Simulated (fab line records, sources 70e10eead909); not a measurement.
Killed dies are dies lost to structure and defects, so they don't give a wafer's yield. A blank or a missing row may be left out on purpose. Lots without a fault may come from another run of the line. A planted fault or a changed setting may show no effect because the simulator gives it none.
Chamber matching | flow nand_harc | NHARC_A_BLC_STRIP_29 on rie_diel-13: 4 sister chambers
The step strips in CF4. 8 wafers are shown with their chamber, then 9 later ones without.

WAFERS WITH THEIR CHAMBER
wafer  | chamber | showerhead_plenum_p_Torr (Torr) | oes_product_au (a.u.)
L080.2 | 1       | 1.74                            | 0.996
L080.3 | 2       | 1.68                            | 1.004
L082.3 | 2       | 1.67                            | 0.998
L085.5 | 0       | 1.69                            | 1.011
L085.6 | 3       | 1.75                            | 1.008
L088.3 | 1       | 1.73                            | 0.992
L088.4 | 3       | 1.75                            | 1.004
L088.5 | 0       | 1.69                            | 0.999

WAFERS WITHOUT THEIR CHAMBER
wafer  | showerhead_plenum_p_Torr (Torr) | oes_product_au (a.u.)
L093.4 | 1.73                            | 0.996
L093.5 | 1.73                            | 1.007
L093.6 | 1.69                            | 1.007
L094.1 | 1.74                            | 1.001
L094.2 | 1.69                            | 0.995
L094.3 | 1.67                            | 1.007
L095.1 | 1.67                            | 0.994
L095.4 | 1.73                            | 1.004
L095.6 | 1.74                            | 0.991

WHICH CHAMBER EACH WENT THROUGH
wafer  | from the rows above     | in truth
L093.4 | 1                       | 1
L093.5 | can't be placed: 1 or 3 | 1
L093.6 | 0                       | 0
L094.1 | can't be placed: 1 or 3 | 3
L094.2 | can't be placed: 0 or 2 | 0
L094.3 | 2                       | 2
L095.1 | 2                       | 2
L095.4 | can't be placed: 1 or 3 | 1
L095.6 | 1                       | 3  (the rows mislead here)
Placed correctly: 4 of 9. Can't be placed from these rows: 4 (the true chamber is among the candidates in 4). Placed wrongly: 1.
How it was worked out, from the rows above alone: a wafer's distance from a chamber is the root of the sum, over the readings, of the square of ((its reading less the chamber's mean) divided by the reading's scatter). The wafer belongs to the nearest chamber; if the next one is less than 2 further off, it can't be placed. A chamber's mean is the mean of its shown wafers. The scatter: the root of (the sum of the squares of (reading less its chamber's mean) over the shown wafers, divided by (wafers less chambers)).
